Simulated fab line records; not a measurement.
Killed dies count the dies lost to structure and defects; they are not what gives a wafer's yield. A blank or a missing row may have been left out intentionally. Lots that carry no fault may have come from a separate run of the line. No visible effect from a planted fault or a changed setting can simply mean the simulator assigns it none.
fab line records / flow n5-finfet
record: lots: 4 wafers: 12 last-day: 14
route steps=1938 shown MOL_CONTACT_COAG@576 BEOL_M4@1111 PASSIVATION@1936
lots with no fault: from the same line, run without faults
start-h: hours from the record's opening day to when the first of the lot's shown wafers began / wait-h: how many hours have passed since the lot's step before this one / " same as the row above / L1.1+2: one row covering several wafers at once / - no value, or no start was given / * or withheld: withheld / < > ~ a bound
route shown NAME@n: a module of which the file shows steps, and the number in the route of the first / usual: mean/standard deviation of fault-free wafers / same: alike in all rows / chamber/n: place in a boat / sites: the reading at each site / _std_site: the standard deviation of these / _edge_site: the outer-site mean with the inner-site mean subtracted / radius-mm: for every site, how far away it sits from the centre of the wafer / mask NAME#n: copy n / behind: the last tool/chamber to shape the wafer / hold: why the lot was held/for how many hours/how that ended / device: the n, p or np transistor that did not switch / end of line: at the end of the route, the tests of the same wafers / a step given without rows: its recipe and nothing more / killed: at the first sort, the dies lost to defects and structure; wafer yield is something else / map: per-die view of a wafer (x killed, . not killed, _ where there is no die)
set.NAME: the setting as run; set.NAME@STEP: as run at that earlier step / model.NAME: the simulator's own value behind a step, which no gauge read
lots at some steps of the route; a table a step, a row a wafer
services: from which hour (start-h, from the record's first day; less than 0 if before it) a tool's chamber was out of use, for how many hours, and why
== steps ==
step: N5_MOL_CONTACT_COAG_DESCUM_88
recipe: chemistry: O2 time-s: 7 source-power-w: 50 bias-power-w: 20 pressure-mtorr: 20 rf-frequency-hz: 2.712e+07 temp-c: 40 resist: CAR-EUV o2-flow-sccm: 225
step: N5_MOL_CONTACT_COAG_ETCH_89
recipe: chemistry: N2/H2 target: underlayer target-depth-a: 130 mask-material: CAR-EUV time-s: 10.4 ion-energy-ev: 200 pressure-mtorr: 30 source-w: 840 bias-w: 150 n2-flow-sccm: 200 h2-flow-sccm: 200 ends: cleared
step: N5_MOL_CONTACT_COAG_ETCH_90
recipe: chemistry: CF4 target: SiARC target-depth-a: 130 mask-material: CAR-EUV time-s: 21.7 ion-energy-ev: 80 pressure-mtorr: 40 source-w: 545 bias-w: 36 Ar_flow_sccm: 100 cf4-flow-sccm: 100 ends: cleared
step: N5_MOL_CONTACT_COAG_ALD_131
recipe: material: SiO2 target-thk-a: 50 temp-c: 100 ald-precursor-family: BDEAS ald-co-reactant: O2-plasma pulse-time-s: 1 co-reactant-pulse-time-s: 1 purge-time-s: 2 co-reactant-purge-time-s: 2 ald-cycles: 35 pressure-torr: 2
step: N5_MOL_CONTACT_COAG_ETCHBACK_132
recipe: chemistry: CHF3 target: SiO2 target-depth-a: 100 time-s: 6.7 ion-energy-ev: 200 pressure-mtorr: 30 source-w: 610 bias-w: 170 Ar_flow_sccm: 200 CHF3_flow_sccm: 50
step: N5_MOL_CONTACT_COAG_ETCH_91
recipe: chemistry: N2/H2 target: SOC target-depth-a: 600 overetch-a: 210 mask-material: SiARC temp-c: 40 time-s: 101.2 ion-energy-ev: 200 pressure-mtorr: 30 source-w: 840 bias-w: 150 n2-flow-sccm: 200 h2-flow-sccm: 200
step: N5_MOL_CONTACT_COAG_STRIP_92
recipe: chemistry: N2/H2 temp-c: 40 n2-flow-sccm: 200 h2-flow-sccm: 200 rf-frequency-hz: 6e+07
step: N5_MOL_CONTACT_COAG_STRIP_93
recipe: chemistry: N2/H2 temp-c: 40 n2-flow-sccm: 200 h2-flow-sccm: 200 rf-frequency-hz: 6e+07
step: N5_MOL_CONTACT_COAG_ETCHBACK_135
recipe: chemistry: CHF3 target: SiO2 target-depth-a: 250 time-s: 16.7 ion-energy-ev: 200 pressure-mtorr: 30 source-w: 610 bias-w: 170 Ar_flow_sccm: 200 CHF3_flow_sccm: 50
step: N5_MOL_CONTACT_COAG_STRIP_118
recipe: chemistry: CHF3 resist: SiARC rf-frequency-hz: 6e+07
step: N5_MOL_CONTACT_COAG_VIA_ETCH_46
recipe: chemistry: C4F6/O2 target-depth-a: 460 overetch-a: 92 mask-material: SOC target: SiO2 bias-w: 455 pressure-mtorr: 10 time-s: 40 source-w: 325 Ar_flow_sccm: 300 C4F6_flow_sccm: 10 O2_flow_sccm: 10 ion-energy-ev: 575.3 ends: end-point
usual: C4F6_flow_sccm: 10.00/0.032 drypump-motor-current-A: 5.8/0.55 oes-product-au: 0.70/0.065 rf-vpp-V: 1596/13 showerhead-plenum-p-Torr: 2.84/0.089 throttle-valve-pct: 40.9/0.37
lot.wafer=L219.1 tool=rie-diel-06 chamber=3 start-h=158.84 wait-h=0.0 C4F6_flow_sccm=9.99 drypump-motor-current-A=4.9 oes-product-au=0.72 rf-hours-counter-h=84 rf-vpp-V=1610 showerhead-plenum-p-Torr=2.87 throttle-valve-pct=41.2
lot.wafer=L219.2 tool=rie-diel-06 chamber=1 start-h=158.84 wait-h=0.0 C4F6_flow_sccm=10.02 drypump-motor-current-A=5.7 oes-product-au=0.67 rf-hours-counter-h=133 rf-vpp-V=1607 showerhead-plenum-p-Torr=2.96 throttle-valve-pct=41.2
lot.wafer=L219.4 tool=rie-diel-06 chamber=1 start-h=158.84 wait-h=0.0 C4F6_flow_sccm=10.06 drypump-motor-current-A=5.7 oes-product-au=0.68 rf-hours-counter-h=- rf-vpp-V=1607 showerhead-plenum-p-Torr=2.96 throttle-valve-pct=41.3
lot.wafer=L220.1 tool=rie-diel-04 chamber=2 start-h=168.49 wait-h=0.0 C4F6_flow_sccm=10.02 drypump-motor-current-A=5.8 oes-product-au=0.74 rf-hours-counter-h=66 rf-vpp-V=1605 showerhead-plenum-p-Torr=2.76 throttle-valve-pct=41.1
lot.wafer=L220.3 tool=rie-diel-04 chamber=0 start-h=168.49 wait-h=0.0 C4F6_flow_sccm=10.02 drypump-motor-current-A=6.6 oes-product-au=0.60 rf-hours-counter-h=242 rf-vpp-V=1579 showerhead-plenum-p-Torr=2.81 throttle-valve-pct=41.1
lot.wafer=L220.5 tool=rie-diel-04 chamber=2 start-h=168.49 wait-h=0.0 C4F6_flow_sccm=10.02 drypump-motor-current-A=5.8 oes-product-au=0.75 rf-hours-counter-h=- rf-vpp-V=1604 showerhead-plenum-p-Torr=2.76 throttle-valve-pct=41.1
lot.wafer=L221.3 tool=rie-diel-06 chamber=3 start-h=169.04 wait-h=0.0 C4F6_flow_sccm=10.02 drypump-motor-current-A=4.9 oes-product-au=0.72 rf-hours-counter-h=89 rf-vpp-V=1609 showerhead-plenum-p-Torr=2.86 throttle-valve-pct=41.2
lot.wafer=L221.5 tool=rie-diel-06 chamber=0 start-h=169.04 wait-h=0.0 C4F6_flow_sccm=10.02 drypump-motor-current-A=6.8 oes-product-au=0.71 rf-hours-counter-h=- rf-vpp-V=1591 showerhead-plenum-p-Torr=2.73 throttle-valve-pct=40.1
lot.wafer=L221.6 tool=rie-diel-06 chamber=1 start-h=169.04 wait-h=0.0 C4F6_flow_sccm=10.01 drypump-motor-current-A=5.7 oes-product-au=0.67 rf-hours-counter-h=- rf-vpp-V=1607 showerhead-plenum-p-Torr=2.96 throttle-valve-pct=41.3
lot.wafer=L222.1 tool=rie-diel-06 chamber=3 start-h=176.81 wait-h=0.0 C4F6_flow_sccm=10.03 drypump-motor-current-A=4.9 oes-product-au=0.71 rf-hours-counter-h=91 rf-vpp-V=1608 showerhead-plenum-p-Torr=2.86 throttle-valve-pct=41.3
lot.wafer=L222.3 tool=rie-diel-06 chamber=1 start-h=176.81 wait-h=0.0 C4F6_flow_sccm=9.99 drypump-motor-current-A=5.7 oes-product-au=0.68 rf-hours-counter-h=141 rf-vpp-V=1606 showerhead-plenum-p-Torr=2.95 throttle-valve-pct=41.3
lot.wafer=L222.4 tool=rie-diel-06 chamber=0 start-h=176.81 wait-h=0.0 C4F6_flow_sccm=9.98 drypump-motor-current-A=6.8 oes-product-au=0.71 rf-hours-counter-h=107 rf-vpp-V=1590 showerhead-plenum-p-Torr=2.73 throttle-valve-pct=40.1
step: N5_MOL_CONTACT_COAG_STRIP_96
recipe: chemistry: N2/H2 power-w: 500 temp-c: 40 pressure-mtorr: 50 rf-frequency-hz: 6e+07 overash-fraction: 0.3 bias-power-w: 28 h2-frac: 0.5 n2-flow-sccm: 300 h2-flow-sccm: 300
step: N5_MOL_CONTACT_COAG_ETCH_47
recipe: chemistry: CH3F/O2 target: SiNx target-depth-a: 270 mask-material: SiO2 stop-on: W over-etch-frac: 0.2 ion-energy-ev: 120 endpoint: OES-CN pressure-mtorr: 30 source-w: 395 bias-w: 73 Ar_flow_sccm: 150 CH3F_flow_sccm: 30 O2_flow_sccm: 20 ends: end-point
step: N5_MOL_CONTACT_COAG_STRIP_119
recipe: chemistry: N2/H2 time-s: 30 power-w: 1000 temp-c: 250 pressure-mtorr: withheld n2-flow-sccm: 1750 h2-flow-sccm: 3250
step: N5_MOL_CONTACT_COAG_PRECLEAN_144
recipe: chemistry: alkaline-clean temp-c: 60 time-s: 60 do-ppb: 50
step: N5_MOL_CONTACT_COAG_SRD_145
recipe: dry: ipa-marangoni time-s: 30 temp-c: 23 rinse-liquid: diw
step: N5_MOL_CONTACT_COAG_COAT_62
recipe: resist: SOC temp-c: 250 time-s: 60 spin-rpm: 1500 resist-thk-nm: 60
step: N5_MOL_CONTACT_COAG_COAT_63
recipe: resist: SiARC temp-c: 220 time-s: 60 spin-rpm: 1500 resist-thk-nm: 10
step: N5_MOL_CONTACT_COAG_COAT_64
recipe: resist: underlayer temp-c: 205 time-s: 60 spin-rpm: 1500 resist-thk-nm: 10
step: N5_MOL_CONTACT_COAG_COAT_34
recipe: resist: CAR-EUV spin-rpm: 1500 resist-thk-nm: 40
step: N5_MOL_CONTACT_COAG_EBR_36
recipe: solvent: PGMEA ebr-width-mm: 1.5
step: N5_MOL_CONTACT_COAG_SOFTBAKE_35
recipe: temp-c: 110 time-s: 60 resist: CAR-EUV
step: N5_MOL_CONTACT_COAG_EXPOSE_37
recipe: mask-id: VD na: 0.33 source-shape: annular sigma-inner: 0.3 sigma-outer: 0.7 polarization: unpolarized defocus-nm: 0 dose-mj: 62
step: N5_MOL_CONTACT_COAG_PEB_38
recipe: peb-temp-c: 100 peb-time-s: 60 resist: CAR-EUV
step: N5_MOL_CONTACT_COAG_DEVELOP_39
recipe: develop-time-s: 30 developer: TMAH resist: CAR-EUV rinse-liquid: surfactant-rinse dry: air-spin dev-temp-c: 23
step: N5_MOL_CONTACT_COAG_INSPECT_42
recipe: mode: adi inspect-instrument: brightfield
usual: raw-defect-count: 203/59
lot.wafer=L219.1 tool=defect-inspect-01 chamber=- start-h=159.58 wait-h=0.1 raw-defect-count=159
lot.wafer=L219.2 tool=defect-inspect-01 chamber=- start-h=159.58 wait-h=0.1 raw-defect-count=218
lot.wafer=L219.4 tool=defect-inspect-01 chamber=- start-h=159.58 wait-h=0.1 raw-defect-count=138
lot.wafer=L220.1 tool=defect-inspect-01 chamber=- start-h=169.36 wait-h=0.1 raw-defect-count=321
lot.wafer=L220.3 tool=defect-inspect-01 chamber=- start-h=169.36 wait-h=0.1 raw-defect-count=188
lot.wafer=L220.5 tool=defect-inspect-01 chamber=- start-h=169.36 wait-h=0.1 raw-defect-count=189
lot.wafer=L221.3 tool=defect-inspect-01 chamber=- start-h=169.79 wait-h=0.0 raw-defect-count=659
lot.wafer=L221.5 tool=defect-inspect-01 chamber=- start-h=169.79 wait-h=0.0 raw-defect-count=637
lot.wafer=L221.6 tool=defect-inspect-01 chamber=- start-h=169.79 wait-h=0.0 raw-defect-count=643
lot.wafer=L222.1 tool=defect-inspect-02 chamber=- start-h=177.68 wait-h=0.1 raw-defect-count=598
lot.wafer=L222.3 tool=defect-inspect-02 chamber=- start-h=177.68 wait-h=0.1 raw-defect-count=625
lot.wafer=L222.4 tool=defect-inspect-02 chamber=- start-h=177.68 wait-h=0.1 raw-defect-count=656
step: N5_MOL_CONTACT_COAG_DESCUM_45
recipe: chemistry: O2 time-s: 7 source-power-w: 50 bias-power-w: 20 pressure-mtorr: 20 rf-frequency-hz: 2.712e+07 temp-c: 40 resist: CAR-EUV o2-flow-sccm: 225
step: N5_BEOL_M4_RC_MEAS_101
usual: DIBL_N: 36.3/1 DIBL_P: 36.2/1.4 IOFF_N: 0.157/0.021 IOFF_P: 0.206/0.025 ION_N: 673/9 ION_P: 461/6.4 SS_N: 71.5/0.5 SS_P: 73.2/0.47 VT_N: 249.9/2.4 VT_P: -250.6/2.9
lot.wafer=L219.1 tool=prober-02 chamber=0 start-h=214.82 wait-h=0.0 DIBL_N[mV/V]=36.6 DIBL_P[mV/V]=35.4 IOFF_N[nA/um]=0.141 IOFF_P[nA/um]=0.187 ION_N[uA/um]=660 ION_P[uA/um]=458 SS_N[mV/dec]=71.7 SS_P[mV/dec]=73.0 VT_N[mV]=249.0 VT_P[mV]=-251.4
lot.wafer=L219.2 tool=prober-02 chamber=0 start-h=214.82 wait-h=0.0 DIBL_N[mV/V]=37.3 DIBL_P[mV/V]=36.1 IOFF_N[nA/um]=0.148 IOFF_P[nA/um]=0.201 ION_N[uA/um]=665 ION_P[uA/um]=454 SS_N[mV/dec]=72.1 SS_P[mV/dec]=73.3 VT_N[mV]=251.6 VT_P[mV]=-252.4
lot.wafer=L219.4 tool=prober-02 chamber=0 start-h=214.82 wait-h=0.0 DIBL_N[mV/V]=35.8 DIBL_P[mV/V]=34.9 IOFF_N[nA/um]=0.130 IOFF_P[nA/um]=0.179 ION_N[uA/um]=674 ION_P[uA/um]=458 SS_N[mV/dec]=71.0 SS_P[mV/dec]=72.7 VT_N[mV]=250.5 VT_P[mV]=-252.5
lot.wafer=L220.1 tool=prober-01 chamber=0 start-h=233.89 wait-h=0.0 DIBL_N[mV/V]=36.4 DIBL_P[mV/V]=36.5 IOFF_N[nA/um]=0.167 IOFF_P[nA/um]=0.216 ION_N[uA/um]=683 ION_P[uA/um]=464 SS_N[mV/dec]=71.9 SS_P[mV/dec]=72.3 VT_N[mV]=247.8 VT_P[mV]=-248.5
lot.wafer=L220.3 tool=prober-01 chamber=0 start-h=233.89 wait-h=0.0 DIBL_N[mV/V]=35.2 DIBL_P[mV/V]=35.3 IOFF_N[nA/um]=0.140 IOFF_P[nA/um]=0.192 ION_N[uA/um]=667 ION_P[uA/um]=462 SS_N[mV/dec]=71.3 SS_P[mV/dec]=73.0 VT_N[mV]=250.2 VT_P[mV]=-251.0
lot.wafer=L220.5 tool=prober-01 chamber=0 start-h=233.89 wait-h=0.0 DIBL_N[mV/V]=37.2 DIBL_P[mV/V]=37.3 IOFF_N[nA/um]=0.179 IOFF_P[nA/um]=0.237 ION_N[uA/um]=681 ION_P[uA/um]=470 SS_N[mV/dec]=71.3 SS_P[mV/dec]=73.4 VT_N[mV]=247.5 VT_P[mV]=-245.6
lot.wafer=L221.3 tool=prober-02 chamber=0 start-h=237.44 wait-h=0.3 DIBL_N[mV/V]=38.8 DIBL_P[mV/V]=39.5 IOFF_N[nA/um]=0.204 IOFF_P[nA/um]=0.247 ION_N[uA/um]=677 ION_P[uA/um]=460 SS_N[mV/dec]=72.6 SS_P[mV/dec]=74.1 VT_N[mV]=248.8 VT_P[mV]=-250.0
lot.wafer=L221.5 tool=prober-02 chamber=0 start-h=237.44 wait-h=0.3 DIBL_N[mV/V]=36.2 DIBL_P[mV/V]=36.4 IOFF_N[nA/um]=0.145 IOFF_P[nA/um]=0.191 ION_N[uA/um]=665 ION_P[uA/um]=457 SS_N[mV/dec]=72.5 SS_P[mV/dec]=73.2 VT_N[mV]=256.0 VT_P[mV]=-251.6
lot.wafer=L221.6 tool=prober-02 chamber=0 start-h=237.44 wait-h=0.3 DIBL_N[mV/V]=36.1 DIBL_P[mV/V]=36.1 IOFF_N[nA/um]=0.147 IOFF_P[nA/um]=0.190 ION_N[uA/um]=677 ION_P[uA/um]=464 SS_N[mV/dec]=72.6 SS_P[mV/dec]=72.7 VT_N[mV]=251.3 VT_P[mV]=-252.7
lot.wafer=L222.1 tool=prober-01 chamber=0 start-h=247.18 wait-h=0.0 DIBL_N[mV/V]=33.5 DIBL_P[mV/V]=32.4 IOFF_N[nA/um]=0.125 IOFF_P[nA/um]=0.165 ION_N[uA/um]=663 ION_P[uA/um]=447 SS_N[mV/dec]=71.0 SS_P[mV/dec]=73.2 VT_N[mV]=252.8 VT_P[mV]=-254.5
lot.wafer=L222.3 tool=prober-01 chamber=0 start-h=247.18 wait-h=0.0 DIBL_N[mV/V]=36.0 DIBL_P[mV/V]=35.7 IOFF_N[nA/um]=0.155 IOFF_P[nA/um]=0.204 ION_N[uA/um]=667 ION_P[uA/um]=454 SS_N[mV/dec]=71.0 SS_P[mV/dec]=73.5 VT_N[mV]=251.8 VT_P[mV]=-250.8
lot.wafer=L222.4 tool=prober-01 chamber=0 start-h=247.18 wait-h=0.0 DIBL_N[mV/V]=37.6 DIBL_P[mV/V]=37.8 IOFF_N[nA/um]=0.190 IOFF_P[nA/um]=0.232 ION_N[uA/um]=675 ION_P[uA/um]=455 SS_N[mV/dec]=72.0 SS_P[mV/dec]=73.8 VT_N[mV]=250.0 VT_P[mV]=-248.7
step: N5_PASSIVATION_PROBE_49
usual: defect-limited-yield: 91.1/1.3 killed_at_M0_to_M3: 36/10 killed_at_M4_up: 14/4.4 killed-at-contacts: 14/5.7 killed-at-front-end: 39/9.4 killed-at-other: 2.9/2.6 killed-dies: 105/15 killed-on-rim: 14/3.5 killed-open: 70/12 killed-short: 34/7.1 sort_bin_5_function: 5.3/0.77 sort_bin_6_memory: 3.3/0.66 sort-n-pass: 1075/15 sort-yield-pct: 91.1/1.3
same: gross-dies: 1180 killed-at-back-side: 0 sort_bin_4_leakage[%]: 0 sort_bin_8_speed[%]: 0
lot.wafer=L220.1 tool=prober-02 chamber=- start-h=323.88 wait-h=0.0 defect-limited-yield[%]=91.6 killed_at_M0_to_M3=37 killed_at_M4_up=12 killed-at-contacts=5 killed-at-front-end=37 killed-at-other=8 killed-dies=99 killed-on-rim=14 killed-open=72 killed-short=26 sort_bin_5_function[%]=5.5 sort_bin_6_memory[%]=2.6 sort-n-pass=1081 sort-yield-pct[%]=91.6
lot.wafer=L220.5 tool=prober-02 chamber=- start-h=324.08 wait-h=0.2 defect-limited-yield[%]=92.0 killed_at_M0_to_M3=36 killed_at_M4_up=11 killed-at-contacts=10 killed-at-front-end=27 killed-at-other=10 killed-dies=94 killed-on-rim=12 killed-open=46 killed-short=47 sort_bin_5_function[%]=4.7 sort_bin_6_memory[%]=2.8 sort-n-pass=1086 sort-yield-pct[%]=92.0
lot.wafer=L221.3 tool=prober-01 chamber=- start-h=336.33 wait-h=0.1 defect-limited-yield[%]=83.1 killed_at_M0_to_M3=34 killed_at_M4_up=17 killed-at-contacts=114 killed-at-front-end=33 killed-at-other=1 killed-dies=199 killed-on-rim=23 killed-open=71 killed-short=33 sort_bin_5_function[%]=10.2 sort_bin_6_memory[%]=4.2 sort-n-pass=981 sort-yield-pct[%]=83.1
lot.wafer=L221.5 tool=prober-01 chamber=- start-h=336.43 wait-h=0.2 defect-limited-yield[%]=79.2 killed_at_M0_to_M3=22 killed_at_M4_up=11 killed-at-contacts=149 killed-at-front-end=61 killed-at-other=3 killed-dies=246 killed-on-rim=22 killed-open=85 killed-short=32 sort_bin_5_function[%]=13.1 sort_bin_6_memory[%]=5.3 sort-n-pass=934 sort-yield-pct[%]=79.2
lot.wafer=L221.6 tool=prober-01 chamber=- start-h=336.48 wait-h=0.3 defect-limited-yield[%]=85.0 killed_at_M0_to_M3=21 killed_at_M4_up=19 killed-at-contacts=99 killed-at-front-end=36 killed-at-other=2 killed-dies=177 killed-on-rim=27 killed-open=67 killed-short=27 sort_bin_5_function[%]=9.4 sort_bin_6_memory[%]=3.5 sort-n-pass=1003 sort-yield-pct[%]=85.0
lot.wafer=L222.1 tool=prober-01 chamber=- start-h=345.64 wait-h=0.0 defect-limited-yield[%]=84.3 killed_at_M0_to_M3=34 killed_at_M4_up=10 killed-at-contacts=104 killed-at-front-end=34 killed-at-other=3 killed-dies=185 killed-on-rim=27 killed-open=60 killed-short=27 sort_bin_5_function[%]=9.2 sort_bin_6_memory[%]=4.3 sort-n-pass=995 sort-yield-pct[%]=84.3
lot.wafer=L222.3 tool=prober-01 chamber=- start-h=345.74 wait-h=0.1 defect-limited-yield[%]=83.3 killed_at_M0_to_M3=46 killed_at_M4_up=10 killed-at-contacts=101 killed-at-front-end=36 killed-at-other=4 killed-dies=197 killed-on-rim=31 killed-open=63 killed-short=43 sort_bin_5_function[%]=10.2 sort_bin_6_memory[%]=3.9 sort-n-pass=983 sort-yield-pct[%]=83.3
lot.wafer=L222.4 tool=prober-01 chamber=- start-h=345.79 wait-h=0.2 defect-limited-yield[%]=81.9 killed_at_M0_to_M3=34 killed_at_M4_up=13 killed-at-contacts=136 killed-at-front-end=26 killed-at-other=4 killed-dies=213 killed-on-rim=17 killed-open=59 killed-short=29 sort_bin_5_function[%]=11.8 sort_bin_6_memory[%]=4.3 sort-n-pass=967 sort-yield-pct[%]=81.9
killed by level:class
L220.1 STI_FIN_REVEAL:geometric-particle:open=10 BEOL_M1:geometric-particle:open=9 STARTING-WAFER:geometric-particle:open=8 BEOL_M2:geometric-particle:open=7 BEOL_M3:geometric-particle:open=7 BEOL_M0_SAQP:geometric-particle:short=6 BEOL_M0_SAQP:geometric-particle:open=5 BEOL_M5:geometric-particle:open=5
L220.5 BEOL_M0_SAQP:geometric-particle:short=11 BEOL_M2:geometric-particle:open=11 FIN_SAQP:geometric-particle:short=6 MOL_CONTACT_COAG:geometric-particle:open=6 BEOL_M3:geometric-particle:open=6 STI_FIN_REVEAL:geometric-particle:open=5 STARTING-WAFER:geometric-particle:short=5 PASS1_CAP:geometric-particle:short=4
L221.3 MOL_CONTACT_COAG:unspecified=95 MOL_CONTACT_COAG:geometric-particle:open=13 BEOL_M2:geometric-particle:open=11 FIN_SAQP:geometric-particle:open=7 DUMMY_GATE:geometric-particle:open=7 MOL_CONTACT_COAG:geometric-particle:short=6 BEOL_M0_SAQP:geometric-particle:short=5 BEOL_M0_SAQP:geometric-particle:open=5
L221.5 MOL_CONTACT_COAG:unspecified=129 FIN_SAQP:geometric-particle:open=24 MOL_CONTACT_COAG:geometric-particle:open=15 FIN_SAQP:geometric-particle:short=12 STI_FIN_REVEAL:geometric-particle:open=8 GATE_CUT:geometric-particle:open=6 MOL_CONTACT_COAG:geometric-particle:short=5 BEOL_M0_SAQP:geometric-particle:open=4
L221.6 MOL_CONTACT_COAG:unspecified=82 MOL_CONTACT_COAG:geometric-particle:open=15 FIN_SAQP:geometric-particle:open=9 STI_FIN_REVEAL:geometric-particle:open=7 FIN_SAQP:geometric-particle:short=6 BEOL_M4:geometric-particle:open=6 BEOL_M0_SAQP:geometric-particle:open=5 BEOL_M0_SAQP:geometric-particle:short=5
L222.1 MOL_CONTACT_COAG:unspecified=98 STI_FIN_REVEAL:geometric-particle:open=12 BEOL_M3:geometric-particle:open=9 BEOL_M2:geometric-particle:open=8 BEOL_M2:geometric-particle:short=6 DUMMY_GATE:geometric-particle:open=4 GATE_CUT:geometric-particle:short=4 MOL_CONTACT_COAG:geometric-particle:open=4
L222.3 MOL_CONTACT_COAG:unspecified=88 FIN_SAQP:geometric-particle:short=9 BEOL_M0_SAQP:geometric-particle:open=9 MOL_CONTACT_COAG:geometric-particle:open=8 BEOL_M0_SAQP:geometric-particle:short=8 BEOL_M1:geometric-particle:open=8 BEOL_M3:geometric-particle:open=7 BEOL_M2:geometric-particle:open=6
L222.4 MOL_CONTACT_COAG:unspecified=123 MOL_CONTACT_COAG:geometric-particle:open=10 BEOL_M4:geometric-particle:open=8 BEOL_M0_SAQP:geometric-particle:open=7 BEOL_M0_SAQP:geometric-particle:short=7 BEOL_M3:geometric-particle:open=7 BEOL_M1:geometric-particle:open=6 FIN_SAQP:geometric-particle:open=4
map L221.5 (x killed, . not)
_________________............________________
______________x..x.x........x..._____________
___________x..x..............x..xx.__________
__________...................x..x..x_________
________.x...x........x....xx.....x.x._______
_______................x.x.x.xx......x.______
______..........x.........xx.xxxxxxx.x.._____
_____.x......x............xxxxxxxxxxxxx.x____
____..x.......x..x......x.xxxxxxxxxxxx.xxx___
___..x.x..x..x..........x.xxxxxxxxxxxxxx...__
___x......x................xxxxxxxxxxxxx...__
__..............x.........xxxxxxxxxxxxxx.x.._
__.............x.........x.xxxxxxxxxxxx.x..._
_x.......x.x....x.........x.xxxxxxxxx.xx.xx..
_x...x......x..x.x.x.....x..xxxxxxxxx........
_.......x..xx.......x........xxx.xx.x.....xx.
_........x......x...........x.x.xxx..........
_....x..........x.x........x.....xx..........
_......x........x.......................x....
_.....x..x.x..........x......................
_..x............x.............x..............
__....x.................xx.......x.........._
__..x..........x.............x....x..x......_
___..............x.......x...........x.x...__
___.........x.....x................xx......__
____..x.........x.xx........x.x...........___
_____........x.....x...x.......x........x____
______...............x..x.........x....._____
_______..x..........................x..______
________........................x....._______
__________.......x.................._________
___________...............xx.......__________
______________x............x..x._____________
_________________..........x.________________
map L222.4 (x killed, . not)
_________________.....x......________________
______________...x.............._____________
___________......................x.__________
__________.....................x...x_________
________.........................x...._______
_______.....x.........x..x....x..x.xx..______
______.....x.............x...xxxxxxxx.x._____
_____................x.x...xxxxxxxxxxxxx.____
____.......................xxxxxxxxxxxx...___
___.........x.xx.x.......xxxxxxxxxxxxx.x...__
___.......x....x...x.....x.xxxxxxxxxxxxx...__
__......x.....x..x......x.xxxxxxxxxxxxx.x..x_
__...x...................x.xxxxxxxxxx.xx.x.._
_.........................xx.xxxxxxxxxx......
_..x.......................xxxx.xxxxxx.x....x
_....x........xx........x.xxx....x...x.......
_........x...............x....x.x..........x.
_................x...x..............x........
_x.x......x........x.........x...x.x.........
_..x...x..x..x...............x..x............
_....x.....................x......x....x.....
__......x.x.x..............................._
__........x........x........x.x............._
___....x...................................__
___x..............x..........x...x..x......__
____.......x......x.......................___
_____.............x......................____
______x.......x...x............x..x...x._____
_______x......................x........______
________........................x....._______
__________.....x....x..x........x..._________
___________..x.....................__________
______________..x.x..........x.._____________
_________________.........x..________________
== services ==
tool=rie-diel-04 chamber=1 start-h=151.30 hours=- kind=clean
tool=rie-diel-04 chamber=1 start-h=151.30 hours=- kind=consumable-replace:focus-ring
tool=rie-diel-04 chamber=1 start-h=151.30 hours=20.6 kind=scheduled-down
tool=rie-diel-04 chamber=1 start-h=151.30 hours=20.6 kind=vent-cycle
tool=rie-diel-06 chamber=2 start-h=154.30 hours=2.7 kind=repair
== key ==
first-sign: step: N5_MOL_CONTACT_COAG_INSPECT_42 reading: raw-defect-count direction: up sigmas: 7.3 usual: 203 struck: 636
effect: step: N5_PASSIVATION_PROBE_49 reading: killed-at-contacts direction: up sigmas: 18 usual: 14 struck: 117
more-kills-born-at: N5_MOL_CONTACT_COAG_VIA_ETCH_46@rie-diel-06: 615
met-at N5_MOL_CONTACT_COAG_VIA_ETCH_46
struck-wafers L221.3,L221.5,L221.6,L222.1,L222.3,L222.4
onset-between 158.84 169.04
also-fits time
fault: kind: chamber-particle-source tool: rie-diel-06 chamber: - onset-h: 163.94 steps: N5_MOL_CONTACT_COAG_VIA_ETCH_46 rate-per-visit-cm2: 0.73486 end-h: 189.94
